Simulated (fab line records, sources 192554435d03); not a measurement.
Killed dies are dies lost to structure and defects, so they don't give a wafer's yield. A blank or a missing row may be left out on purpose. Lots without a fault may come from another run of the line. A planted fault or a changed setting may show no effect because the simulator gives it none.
fab line records | flow n5_finfet | part 1 of 2: steps 1 to 24 of 31
record lots=5 wafers=15 last_day=18
route steps=1938 shown HKMG_FIN@414
lots that met no fault: from a run of the same line without faults
start_h: hours from the record's first day to the start of the lot's first wafer shown | wait_h: hours since the lot's step before | " the same as in the row above | L1.1+2: a row that stands for several wafers | - no value, or no start given | * or withheld: withheld | < > ~ a bound
route shown NAME@n: a module of which the file shows steps, and the number in the route of the first | usual: mean/standard deviation of fault-free wafers | same: alike in all rows | chamber/n: place in a boat | sites: the reading at each site | _std_site: their standard deviation | _edge_site: outer sites' mean less inner sites' | radius_mm: how far each site lies from the wafer's centre | mask NAME#n: copy n | behind: the tool/chamber that last shaped the wafer | hold: why the lot was held/for how many hours/how that ended | device: the transistor (n, p or np) that didn't switch | end of line: the same wafers' tests at the end of the route | a step without rows: its recipe alone | killed: dies lost to structure and defects at the first sort, not the wafer's yield | map: a wafer's dies, x killed, . not, _ none there
set.NAME: the setting as run; set.NAME@STEP: as run at that earlier step | model.NAME: the simulator's own value behind a step, which no gauge read
lots at some steps of the route; a table a step, a row a wafer
services: from which hour (start_h, from the record's first day; less than 0 if before it) a tool's chamber was out of use, for how many hours, and why
## steps
# step N5_HKMG_FIN_RTA_80
# recipe temp_c=withheld time_s=2 ambient=N2 idle_temp_c=600 ramp_up_c_per_s=150 ramp_down_c_per_s=60 cool_to_c=600
# columns lot.wafer tool chamber start_h wait_h
L075.2+4+6 rtp_anneal-01 0 77.92 0.1
L081.1+2+5 rtp_anneal-02 0 122.49 0.1
L084.1+2+5 rtp_anneal-01 0 130.88 0.3
L087.1+2+6 rtp_anneal-02 0 150.74 0.2
L097.2+4+5 rtp_anneal-01 0 213.67 0.2
# step N5_HKMG_FIN_PRECLEAN_64
# recipe chemistry=dHF time_s=30 temp_c=25 dilution=withheld
# columns lot.wafer tool chamber start_h wait_h
L075.2+4+6 wet_bench-04 0,5,1 78.05 0.1
L081.1+2+5 wet_bench-04 4,6,5 122.63 0.1
L084.1+2+5 wet_bench-05 2,3,0 131.02 0.1
L087.1+2+6 wet_bench-01 4,6,1 150.88 0.1
L097.2+4+5 wet_bench-01 4,6,5 213.79 0.1
# step N5_HKMG_FIN_WET_ETCH_65
# recipe chemistry=TMAH temp_c=70 conc_wt_pct=5 target=a-Si stop_on=TiN time_s=49 target_depth_nm=3
# columns lot.wafer tool chamber start_h wait_h
L075.2+4+6 wet_bench-04 0,5,1 78.06 0.0
L081.1+2+5 wet_bench-04 4,6,5 122.64 0.0
L084.1+2+5 wet_bench-05 2,3,0 131.05 0.0
L087.1+2+6 wet_bench-01 4,6,1 150.89 0.0
L097.2+4+5 wet_bench-01 4,6,5 213.81 0.0
# step N5_HKMG_FIN_WET_ETCH_81
# recipe chemistry=SC1 target=TiN stop_on=HfO2 mix=1:1:5 temp_c=60 time_s=57 target_depth_nm=6
# columns lot.wafer tool chamber start_h wait_h
L075.2+4+6 wet_bench-04 0,5,1 78.07 0.0
L081.1+2+5 wet_bench-04 4,6,5 122.66 0.0
L084.1+2+5 wet_bench-05 2,3,0 131.07 0.0
L087.1+2+6 wet_bench-01 4,6,1 150.91 0.0
L097.2+4+5 wet_bench-01 4,6,5 213.82 0.0
# step N5_HKMG_FIN_WET_ETCH_82
# recipe chemistry=dHCl mix=1:10000 temp_c=25 target=La2O3 stop_on=HfO2 target_depth_nm=2 dry=ipa_marangoni rinse_time_s=30 rinse_temp_c=23
# same rinse_time_s=30
# columns lot.wafer tool chamber start_h wait_h
L075.2+4+6 wet_bench-04 0,5,1 78.10 0.0
L081.1+2+5 wet_bench-04 4,6,5 122.69 0.0
L084.1+2+5 wet_bench-05 2,3,0 131.14 0.0
L087.1+2+6 wet_bench-01 4,6,1 150.94 0.0
L097.2+4+5 wet_bench-01 4,6,5 213.85 0.0
# step N5_HKMG_FIN_ALD_36
# recipe material=TiN target_thk_a=10 temp_c=400 ald_precursor_family=TiCl4 ald_co_reactant=NH3 pulse_time_s=1 purge_time_s=3 co_reactant_purge_time_s=2 co_reactant_pulse_time_s=2 ald_cycles=47 pressure_torr=3
# usual heater_power_w=888/44 precursor_pulse_height_rel=1.001/0.02
# columns lot.wafer tool chamber start_h wait_h heater_power_w precursor_pulse_height_rel
L075.2 ald_metal-02 0 78.16 0.0 879 0.991
L075.4 " 3 " " 882 0.992
L075.6 " 1 " " 918 0.994
L081.1 ald_metal-02 0 122.75 0.0 876 0.986
L081.2 " 2 " " 874 0.992
L081.5 " 3 " " 857 1.024
L084.1 ald_metal-01 1 131.23 0.0 953 1.011
L084.2 " 2 " " 959 1.000
L084.5 " 1 " " 918 1.025
L087.1 ald_metal-04 0 151.00 0.0 857 1.008
L087.2 " 3 " " 812 1.035
L087.6 " 2 " " 906 1.001
L097.2 ald_metal-01 0 214.05 0.2 840 1.003
L097.4 " 3 " " 828 1.020
L097.5 " 2 " " 930 1.001
# step N5_HKMG_FIN_THK_MEAS_70
# recipe thk_meas_gauge=xrf reads=HfO2_of_HKMG_FIN_HK_ALD_01
# usual HK_THK=1.609/0.02
# columns lot.wafer tool chamber start_h wait_h HK_THK[nm]
L075.2 film_metro-02 - 78.44 0.2 1.600
L075.4 " - " " 1.588
L075.6 " - " " 1.602
L081.1 film_metro-02 - 123.03 0.2 1.640
L081.2 " - " " 1.601
L081.5 " - " " 1.612
L084.1 film_metro-02 - 131.51 0.2 1.609
L084.2 " - " " 1.618
L084.5 " - " " 1.614
L087.1 film_metro-01 - 151.28 0.2 1.610
L087.2 " - " " 1.610
L087.6 " - " " 1.623
L097.2 film_metro-02 - 214.33 0.2 1.620
L097.4 " - " " 1.582
L097.5 " - " " 1.606
# step N5_HKMG_FIN_PWFM_ALD_03
# recipe material=TiN target_thk_a=20 temp_c=400 ald_precursor_family=TiCl4 ald_co_reactant=NH3 pulse_time_s=1 purge_time_s=3 co_reactant_purge_time_s=2 co_reactant_pulse_time_s=2 ald_cycles=91 pressure_torr=3
# usual heater_power_w=884/53 precursor_pulse_height_rel=0.997/0.018
# columns lot.wafer tool chamber start_h wait_h heater_power_w precursor_pulse_height_rel
L075.2 ald_metal-01 0 78.48 0.0 850 0.972
L075.4 " 3 " " 814 1.003
L075.6 " 3 " " 824 0.981
L081.1 ald_metal-02 3 123.07 0.0 860 0.978
L081.2 " 0 " " 906 0.990
L081.5 " 0 " " 897 1.013
L084.1 ald_metal-02 3 131.55 0.0 877 0.983
L084.2 " 2 " " 881 1.019
L084.5 " 0 " " 890 0.991
L087.1 ald_metal-02 3 151.32 0.0 858 0.978
L087.2 " 2 " " 871 0.972
L087.6 " 0 " " 857 0.971
L097.2 ald_metal-01 2 214.37 0.0 946 0.991
L097.4 " 3 " " 787 1.021
L097.5 " 1 " " 936 1.002
# step N5_HKMG_FIN_COAT_29
# recipe resist=SOC temp_c=250 time_s=60 spin_rpm=1500 resist_thk_nm=300
# usual heater_power_total_W=500.3/1.8
# columns lot.wafer tool chamber start_h wait_h heater_power_total_W
L075.2 litho_track-01 0 78.95 0.2 499.3
L075.4 " 0 " " 501.1
L075.6 " 0 " " 502.0
L081.1 litho_track-01 0 123.54 0.2 497.8
L081.2 " 0 " " 498.5
L081.5 " 0 " " 498.5
L084.1 litho_track-04 0 132.02 0.2 502.8
L084.2 " 0 " " 500.0
L084.5 " 0 " " 500.0
L087.1 litho_track-03 0 151.79 0.2 500.6
L087.2 " 0 " " 497.7
L087.6 " 0 " " 497.5
L097.2 litho_track-01 0 214.84 0.2 500.1
L097.4 " 0 " " 498.6
L097.5 " 0 " " 500.5
# step N5_HKMG_FIN_COAT_30
# recipe resist=SiARC temp_c=220 time_s=60 spin_rpm=1500 resist_thk_nm=35
# usual heater_power_total_W=427.8/2.1
# columns lot.wafer tool chamber start_h wait_h heater_power_total_W
L075.2 litho_track-01 0 - - 424.2
L075.4 " 0 " " 428.4
L075.6 " 0 " " 427.3
L081.1 litho_track-01 0 - - 430.6
L081.2 " 0 " " 425.3
L081.5 " 0 " " 427.6
L084.1 litho_track-04 0 - - 430.1
L084.2 " 0 " " 430.9
L084.5 " 0 " " 429.5
L087.1 litho_track-03 0 - - 427.1
L087.2 " 0 " " 430.0
L087.6 " 0 " " 430.8
L097.2 litho_track-01 0 - - 429.3
L097.4 " 0 " " 429.2
L097.5 " 0 " " 431.0
# step N5_HKMG_FIN_COAT_06
# recipe resist=CAR-ArF spin_rpm=1500 resist_thk_nm=90
# columns lot.wafer tool chamber start_h wait_h
L075.2+4+6 litho_track-01 0 - -
L081.1+2+5 litho_track-01 0 - -
L084.1+2+5 litho_track-04 0 - -
L087.1+2+6 litho_track-03 0 - -
L097.2+4+5 litho_track-01 0 - -
# step N5_HKMG_FIN_EBR_08
# recipe solvent=PGMEA ebr_width_mm=1.5
# columns lot.wafer tool chamber start_h wait_h
L075.2+4+6 litho_track-01 0 - -
L081.1+2+5 litho_track-01 0 - -
L084.1+2+5 litho_track-04 0 - -
L087.1+2+6 litho_track-03 0 - -
L097.2+4+5 litho_track-01 0 - -
# step N5_HKMG_FIN_SOFTBAKE_07
# recipe temp_c=110 time_s=60 resist=CAR-ArF
# usual heater_power_total_W=175.4/1.6
# columns lot.wafer tool chamber start_h wait_h heater_power_total_W
L075.2 litho_track-01 0 - - 177.0
L075.4 " 0 " " 177.4
L075.6 " 0 " " 176.5
L081.1 litho_track-01 0 - - 176.7
L081.2 " 0 " " 173.0
L081.5 " 0 " " 175.9
L084.1 litho_track-04 0 - - 174.0
L084.2 " 0 " " 173.0
L084.5 " 0 " " 176.6
L087.1 litho_track-03 0 - - 177.3
L087.2 " 0 " " 173.3
L087.6 " 0 " " 175.7
L097.2 litho_track-01 0 - - 177.5
L097.4 " 0 " " 177.6
L097.5 " 0 " " 176.7
# step N5_HKMG_FIN_EXPOSE_09
# recipe mask_id=NWFM na=1.35 source_shape=conventional sigma_outer=0.8 polarization=unpolarized dose_mj=39.25
# columns lot.wafer tool chamber start_h wait_h mask
L075.2+4+6 arfi_scanner-01 0 79.20 - NWFM#0
L081.1+2+5 arfi_scanner-02 0 123.78 - NWFM#0
L084.1+2+5 arfi_scanner-01 0 132.14 - NWFM#0
L087.1+2+6 arfi_scanner-03 0 152.03 - NWFM#0
L097.2+4+5 arfi_scanner-01 0 214.96 - NWFM#0
# step N5_HKMG_FIN_PEB_10
# recipe peb_temp_c=withheld peb_time_s=60 resist=CAR-ArF
# columns lot.wafer tool chamber start_h wait_h
L075.2+4+6 litho_track-04 0 79.25 0.0
L081.1+2+5 litho_track-01 0 123.84 0.1
L084.1+2+5 litho_track-01 0 132.20 0.1
L087.1+2+6 litho_track-03 0 152.09 0.1
L097.2+4+5 litho_track-01 0 215.01 0.0
# step N5_HKMG_FIN_DEVELOP_11
# recipe develop_time_s=30 developer=TMAH resist=CAR-ArF dev_temp_c=23 rinse_liquid=diw dry=air_spin
# columns lot.wafer tool chamber start_h wait_h
L075.2+4+6 litho_track-04 0 - -
L081.1+2+5 litho_track-01 0 - -
L084.1+2+5 litho_track-01 0 - -
L087.1+2+6 litho_track-03 0 - -
L097.2+4+5 litho_track-01 0 - -
# step N5_HKMG_FIN_CD_MEAS_12
# recipe target_cd_nm=92.8 landing_energy_ev=500 detector=se_inlens
# usual cd_nm=93.0/0.59
# columns lot.wafer tool chamber start_h wait_h cd_nm
L075.2 cd_sem-03 0 79.32 - 92.0
L075.4 " 0 " " 92.4
L075.6 " 0 " " 91.6
L081.1 cd_sem-01 0 123.91 - 93.2
L081.2 " 0 " " 93.0
L081.5 " 0 " " 93.8
L084.1 cd_sem-02 0 132.27 - 93.1
L084.2 " 0 " " 93.5
L084.5 " 0 " " 93.9
L087.1 cd_sem-03 0 152.15 - 92.8
L087.2 " 0 " " 93.0
L087.6 " 0 " " 93.9
L097.2 cd_sem-01 0 215.08 - 92.9
L097.4 " 0 " " 92.6
L097.5 " 0 " " 93.0
# step N5_HKMG_FIN_OVL_MEAS_13
# recipe points_per_wafer=44
# usual NWFM_OVL=-0.1/0.78
# columns lot.wafer tool chamber start_h wait_h NWFM_OVL[nm]
L075.2 overlay-02 0 79.35 0.0 -1.4
L075.4 " 0 " " -0.4
L075.6 " 0 " " -1.4
L081.1 overlay-01 0 123.94 0.0 -0.8
L081.2 " 0 " " -0.5
L081.5 " 0 " " -0.9
L084.1 overlay-02 0 132.30 0.0 0.4
L084.2 " 0 " " -0.3
L084.5 " 0 " " 0.0
L087.1 overlay-01 0 152.19 0.0 0.1
L087.2 " 0 " " -0.1
L087.6 " 0 " " -2.3
L097.2 overlay-01 0 215.11 0.0 -0.3
L097.4 " 0 " " -0.3
L097.5 " 0 " " 0.4
# step N5_HKMG_FIN_INSPECT_14
# recipe mode=adi inspect_instrument=macro
# usual raw_defect_count=1.8/1.4
# columns lot.wafer tool chamber start_h wait_h raw_defect_count
L075.2 defect_inspect-01 - 79.37 0.0 3
L075.4 " - " " 0
L075.6 " - " " 1
L081.1 defect_inspect-01 - 123.96 0.0 3
L081.2 " - " " 4
L081.5 " - " " 0
L084.1 defect_inspect-01 - 132.32 0.0 5
L084.2 " - " " 2
L084.5 " - " " 0
L087.1 defect_inspect-01 - 152.21 0.0 2
L087.2 " - " " 1
L087.6 " - " " 1
L097.2 defect_inspect-02 - 215.13 0.0 1
L097.4 " - " " 1
L097.5 " - " " 3
# step N5_HKMG_FIN_DESCUM_17
# recipe chemistry=O2 time_s=7.9 source_power_w=50 bias_power_w=20 pressure_mtorr=20 rf_frequency_hz=2.712e+07 temp_c=40 resist=CAR-ArF o2_flow_sccm=225
# usual drypump_motor_current_A=5.8/0.45 oes_product_au=0.82/0.094 rf_vpp_V=243.5/1.5 showerhead_plenum_p_Torr=2.11/0.074 throttle_valve_pct=20.34/0.19
# columns lot.wafer tool chamber start_h wait_h drypump_motor_current_A oes_product_au rf_hours_counter_h rf_vpp_V showerhead_plenum_p_Torr throttle_valve_pct
L075.2 rie_diel-05 2 79.41 0.0 6.5 0.72 204 244.4 2.16 20.67
L075.4 " 2 " " 6.6 0.71 - 245.1 2.16 20.67
L075.6 " 1 " " 5.6 0.93 - 242.0 2.05 20.39
L081.1 rie_diel-02 1 123.99 0.0 5.3 0.89 34 242.5 2.13 20.24
L081.2 " 2 " " 6.2 0.83 58 244.4 2.22 20.22
L081.5 " 1 " " 5.3 0.88 - 243.0 2.13 20.22
L084.1 rie_diel-05 3 132.66 0.3 5.2 0.92 19 244.4 2.22 20.22
L084.2 " 1 " " 5.6 0.88 30 242.1 2.05 20.40
L084.5 " 3 " " 5.2 0.91 - 245.7 2.22 20.22
L087.1 rie_diel-05 2 152.64 0.4 6.6 0.70 232 244.1 2.15 20.71
L087.2 " 3 " " 5.2 0.91 25 244.7 2.22 20.23
L087.6 " 2 " " 6.6 0.70 - 245.1 2.15 20.69
L097.2 rie_diel-05 0 215.17 0.0 5.8 0.89 39 241.2 2.03 20.26
L097.4 " 1 " " 5.6 0.83 - 241.5 2.04 20.45
L097.5 " 3 " " 5.2 0.87 - 244.4 2.21 20.26
# step N5_HKMG_FIN_ETCH_31
# recipe chemistry=CF4 target=SiARC target_depth_a=455 mask_material=CAR-ArF time_s=75.8 ion_energy_ev=80 pressure_mtorr=40 source_w=545 bias_w=36 Ar_flow_sccm=100 cf4_flow_sccm=100 ends=cleared
# usual drypump_motor_current_A=5.8/0.46 etch_rf_on_time_s=75.7/1.2 oes_product_au=0.70/0.08 rf_vpp_V=184.3/1.1 showerhead_plenum_p_Torr=2.16/0.073 throttle_valve_pct=15.53/0.23
# columns lot.wafer tool chamber start_h wait_h drypump_motor_current_A etch_rf_on_time_s oes_product_au rf_hours_counter_h rf_vpp_V showerhead_plenum_p_Torr throttle_valve_pct
L075.2 rie_diel-05 2 79.44 0.0 6.5 76.5 0.61 204 184.6 2.22 15.97
L075.4 " 2 " " 6.5 76.3 0.62 - 183.8 2.22 15.97
L075.6 " 1 " " 5.7 73.6 0.80 - 183.9 2.10 15.49
L081.1 rie_diel-02 1 124.03 0.0 5.3 77.1 0.76 34 185.1 2.17 15.41
L081.2 " 2 " " 6.2 76.6 0.71 58 184.8 2.25 15.29
L081.5 " 1 " " 5.3 76.3 0.75 - 185.1 2.18 15.41
L084.1 rie_diel-05 3 132.69 0.0 5.2 75.3 0.78 19 183.7 2.29 15.47
L084.2 " 1 " " 5.6 74.1 0.77 30 182.9 2.10 15.54
L084.5 " 3 " " 5.2 76.1 0.78 - 183.4 2.29 15.48
L087.1 rie_diel-05 2 152.68 0.0 6.6 77.8 0.59 232 184.7 2.21 16.03
L087.2 " 3 " " 5.2 75.5 0.77 25 186.2 2.28 15.50
L087.6 " 2 " " 6.5 78.3 0.59 - 183.7 2.21 16.01
L097.2 rie_diel-05 0 215.20 0.0 5.7 75.1 0.76 39 182.2 2.08 15.37
L097.4 " 1 " " 5.6 73.9 0.73 - 184.5 2.09 15.58
L097.5 " 3 " " 5.2 75.4 0.74 - 186.3 2.28 15.54
# step N5_HKMG_FIN_ETCH_32
# recipe chemistry=N2/H2 target=SOC target_depth_a=2400 temp_c=40 time_s=300 ion_energy_ev=200 mask_material=SiARC pressure_mtorr=30 source_w=840 bias_w=150 n2_flow_sccm=200 h2_flow_sccm=200
# usual drypump_motor_current_A=5.8/0.46 oes_product_au=0.82/0.094 rf_vpp_V=524.8/2.5 showerhead_plenum_p_Torr=2.58/0.092 throttle_valve_pct=17.79/0.23
# columns lot.wafer tool chamber start_h wait_h drypump_motor_current_A oes_product_au rf_hours_counter_h rf_vpp_V showerhead_plenum_p_Torr throttle_valve_pct
L075.2 rie_diel-05 2 79.50 0.0 6.6 0.70 204 527.1 2.65 18.25
L075.4 " 2 " " 6.5 0.71 - 525.1 2.65 18.22
L075.6 " 1 " " 5.6 0.92 - 521.4 2.50 17.79
L081.1 rie_diel-02 1 124.08 0.0 5.2 0.89 34 525.2 2.60 17.71
L081.2 " 2 " " 6.2 0.83 59 528.5 2.67 17.49
L081.5 " 1 " " 5.2 0.89 - 525.9 2.60 17.70
L084.1 rie_diel-05 3 132.75 0.0 5.2 0.91 19 529.8 2.72 17.70
L084.2 " 1 " " 5.6 0.89 30 524.5 2.49 17.83
L084.5 " 3 " " 5.2 0.91 - 528.3 2.72 17.70
L087.1 rie_diel-05 2 152.74 0.0 6.6 0.69 232 526.2 2.64 18.28
L087.2 " 3 " " 5.2 0.90 25 528.0 2.72 17.71
L087.6 " 2 " " 6.6 0.69 - 526.0 2.64 18.29
L097.2 rie_diel-05 0 215.26 0.0 5.8 0.89 39 522.3 2.49 17.78
L097.4 " 1 " " 5.7 0.85 - 523.3 2.48 17.86
L097.5 " 3 " " 5.2 0.87 - 527.2 2.71 17.74
# step N5_HKMG_FIN_STRIP_33
# recipe chemistry=N2/H2 temp_c=40 n2_flow_sccm=200 h2_flow_sccm=200 rf_frequency_hz=6e+07
# columns lot.wafer tool chamber start_h wait_h
L075.2+4+6 rie_diel-05 2,2,1 79.68 0.1
L081.1+2+5 rie_diel-02 1,2,1 124.27 0.1
L084.1+2+5 rie_diel-05 3,1,3 132.93 0.1
L087.1+2+6 rie_diel-05 2,3,2 152.92 0.1
L097.2+4+5 rie_diel-05 0,1,3 215.44 0.1
# step N5_HKMG_FIN_STRIP_34
# recipe chemistry=CF4 resist=SiARC power_w=300 bias_power_w=75 pressure_mtorr=50 cf4_flow_sccm=150 rf_frequency_hz=6e+07
# usual drypump_motor_current_A=5.8/0.46 oes_product_au=0.81/0.088 rf_vpp_V=271.6/1.6 showerhead_plenum_p_Torr=1.82/0.062 throttle_valve_pct=13.51/0.25
# columns lot.wafer tool chamber start_h wait_h drypump_motor_current_A oes_product_au rf_hours_counter_h rf_vpp_V showerhead_plenum_p_Torr throttle_valve_pct
L075.2 rie_diel-05 2 79.69 0.0 6.5 0.72 205 273.2 1.86 13.95
L075.4 " 2 " " 6.5 0.72 - 271.9 1.86 13.95
L075.6 " 1 " " 5.6 0.91 - 270.7 1.77 13.45
L081.1 rie_diel-02 1 124.28 0.0 5.2 0.88 34 273.4 1.83 13.37
L081.2 " 2 " " 6.2 0.83 59 273.0 1.89 13.28
L081.5 " 1 " " 5.2 0.89 - 273.2 1.83 13.39
L084.1 rie_diel-05 3 132.94 0.0 5.2 0.91 19 274.2 1.92 13.42
L084.2 " 1 " " 5.6 0.86 30 271.0 1.76 13.50
L084.5 " 3 " " 5.2 0.91 - 271.9 1.92 13.43
L087.1 rie_diel-05 2 152.93 0.0 6.5 0.70 232 272.0 1.85 13.99
L087.2 " 3 " " 5.2 0.89 25 273.1 1.92 13.45
L087.6 " 2 " " 6.6 0.70 - 272.4 1.85 14.01
L097.2 rie_diel-05 0 215.45 0.0 5.7 0.87 39 269.1 1.74 13.31
L097.4 " 1 " " 5.6 0.82 - 270.6 1.76 13.55
L097.5 " 3 " " 5.2 0.86 - 272.5 1.91 13.50
